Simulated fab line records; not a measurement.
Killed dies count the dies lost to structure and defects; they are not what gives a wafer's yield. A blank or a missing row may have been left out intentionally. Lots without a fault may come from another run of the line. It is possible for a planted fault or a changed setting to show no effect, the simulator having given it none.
Chamber matching | flow n5Finfet | N5_BEOL_M4_VIA_ETCH_34 on rieDiel-05 has 4 sister chambers
The step etches the open film in C4F6/O2, target depth 69.4 nm, time 65.9 s. 14 wafers are shown with their chamber, then 7 later ones without.

## WAFERS PAIRED WITH THEIR CHAMBERS
wafer  | chamber | drypumpMotorCurrentA (A) | throttleValvePct (%) | showerheadPlenumPTorr (Torr)
L075.1 | 2       | 5.5                      | 30.52                | 2.79
L075.3 | 0       | 5.8                      | 30.67                | 2.92
L075.5 | 0       | 5.8                      | 30.67                | 2.92
L079.2 | 0       | 5.8                      | 30.70                | 2.92
L079.3 | 1       | 5.1                      | 30.92                | 2.93
L079.6 | 2       | 5.5                      | 30.51                | 2.78
L086.1 | 2       | 5.5                      | 30.51                | 2.78
L086.4 | 1       | 5.2                      | 30.94                | 2.92
L086.6 | 3       | 6.5                      | 30.99                | 2.93
L092.1 | 3       | 6.5                      | 30.99                | 2.92
L092.2 | 2       | 5.5                      | 30.54                | 2.77
L092.6 | 3       | 6.5                      | 30.99                | 2.92
L093.1 | 3       | 6.5                      | 31.00                | 2.92
L093.4 | 2       | 5.5                      | 30.53                | 2.77

SIGNATURES, as means of the wafers listed above
reading               | chamber 0 | chamber 1 | chamber 2 | chamber 3 | scatter within a chamber
drypumpMotorCurrentA  | 5.800     | 5.150     | 5.500     | 6.500     | 0.0224
throttleValvePct      | 30.6800   | 30.9300   | 30.5220   | 30.9925   | 0.0125
showerheadPlenumPTorr | 2.9200    | 2.9250    | 2.7780    | 2.9225    | 0.00636
Rule: for a wafer and a chamber, the distance is found by dividing, reading by reading, the gap between the wafer's reading and the chamber's mean by the reading's scatter, squaring, summing and taking the root. If the next closest chamber is less than 2 further off than the closest, the wafer can't be placed; otherwise it belongs to the closest. How the scatter is found: for the shown wafers, subtract from each reading the mean of its chamber, square and add these, divide the total by (wafers less chambers), then take the root.

## WAFERS WHOSE CHAMBER IS MISSING
wafer  | drypumpMotorCurrentA (A) | throttleValvePct (%) | showerheadPlenumPTorr (Torr)
L093.5 | 6.5                      | 30.99                | 2.92
L094.1 | 5.5                      | 30.53                | 2.77
L094.5 | 5.5                      | 30.53                | 2.77
L094.6 | 5.8                      | 30.29                | 2.91
L097.1 | 5.2                      | 30.86                | 2.91
L097.3 | 5.5                      | 30.54                | 2.77
L097.5 | 5.5                      | 30.56                | 2.77

## WHICH CHAMBER EACH WENT THROUGH
wafer  | from the rows above     | in truth
L093.5 | 3                       | 3
L094.1 | 2                       | 2
L094.5 | 2                       | 2
L094.6 | can't be placed: 2 or 0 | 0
L097.1 | 1                       | 1
L097.3 | 2                       | 2
L097.5 | 2                       | 2
6 of 7 placed correctly. From these rows, 1 cannot be placed; in 1 the true chamber is one of the candidates. Wrongly placed: 0.
